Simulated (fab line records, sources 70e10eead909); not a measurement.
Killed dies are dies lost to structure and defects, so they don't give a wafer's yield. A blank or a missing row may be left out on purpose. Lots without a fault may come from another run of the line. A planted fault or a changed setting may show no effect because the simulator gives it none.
Chamber matching | flow nand_harc | NHARC_P_M0_ETCH_34 on rie_diel-03: 4 sister chambers
The step etches the open film in N2/H2, target depth 40 nm, overetch 12 nm, time 43.94 s. 18 wafers are shown with their chamber, then 9 later ones without.

WAFERS WITH THEIR CHAMBER
wafer  | chamber | rf_vpp_V (V) | bias_w (W) | oes_product_au (a.u.)
L079.1 | 0       | 427.5        | 149.7      | 0.998
L079.3 | 2       | 427.8        | 149.9      | 1.010
L079.4 | 2       | 427.3        | 150.4      | 1.001
L080.2 | 2       | 427.4        | 150.9      | 1.008
L080.3 | 0       | 427.7        | 150.3      | 1.004
L080.4 | 0       | 426.5        | 150.3      | 1.003
L081.3 | 0       | 427.2        | 149.0      | 1.002
L081.5 | 2       | 430.9        | 150.4      | 1.001
L081.6 | 1       | 429.0        | 150.8      | 1.015
L084.1 | 1       | 428.8        | 149.4      | 1.025
L084.2 | 0       | 427.2        | 149.8      | 1.006
L084.6 | 0       | 426.8        | 149.6      | 0.992
L088.1 | 0       | 428.4        | 150.3      | 1.004
L088.5 | 1       | 430.2        | 150.4      | 0.999
L088.6 | 0       | 426.7        | 150.6      | 1.016
L089.1 | 0       | 428.2        | 149.3      | 1.001
L089.3 | 3       | 434.5        | 149.7      | 1.006
L089.6 | 3       | 435.1        | 149.5      | 1.015

SIGNATURES (means of the wafers above)
reading        | chamber 0 | chamber 1 | chamber 2 | chamber 3 | scatter within a chamber
rf_vpp_V       | 427.356   | 429.333   | 428.350   | 434.800   | 0.986
bias_w         | 149.878   | 150.200   | 150.400   | 149.600   | 0.523
oes_product_au | 1.00289   | 1.01300   | 1.00500   | 1.01050   | 0.00747
Rule: a wafer's distance from a chamber is the root of the sum, over the readings, of the square of ((its reading less the chamber's mean) divided by the reading's scatter). The wafer belongs to the nearest chamber; if the next one is less than 2 further off, it can't be placed. The scatter: the root of (the sum of the squares of (reading less its chamber's mean) over the shown wafers, divided by (wafers less chambers)).

WAFERS WITHOUT THEIR CHAMBER
wafer  | rf_vpp_V (V) | bias_w (W) | oes_product_au (a.u.)
L094.2 | 426.7        | 149.5      | 1.000
L094.3 | 428.8        | 149.7      | 0.991
L094.5 | 435.6        | 149.8      | 0.979
L095.3 | 428.8        | 149.2      | 0.993
L095.4 | 435.6        | 150.0      | 0.983
L095.6 | 429.9        | 149.0      | 0.997
L097.1 | 426.6        | 149.4      | 0.992
L097.4 | 434.3        | 150.5      | 0.986
L097.5 | 427.9        | 149.8      | 0.982

WHICH CHAMBER EACH WENT THROUGH
wafer  | from the rows above          | in truth
L094.2 | can't be placed: 0 or 2      | 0
L094.3 | can't be placed: 0 or 2 or 1 | 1
L094.5 | 3                            | 3
L095.3 | can't be placed: 0 or 2 or 1 | 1
L095.4 | 3                            | 3
L095.6 | can't be placed: 0 or 1 or 2 | 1
L097.1 | can't be placed: 0 or 2      | 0
L097.4 | 3                            | 3
L097.5 | can't be placed: 0 or 2 or 1 | 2
Placed correctly: 3 of 9. Can't be placed from these rows: 6 (the true chamber is among the candidates in 6). Placed wrongly: 0.
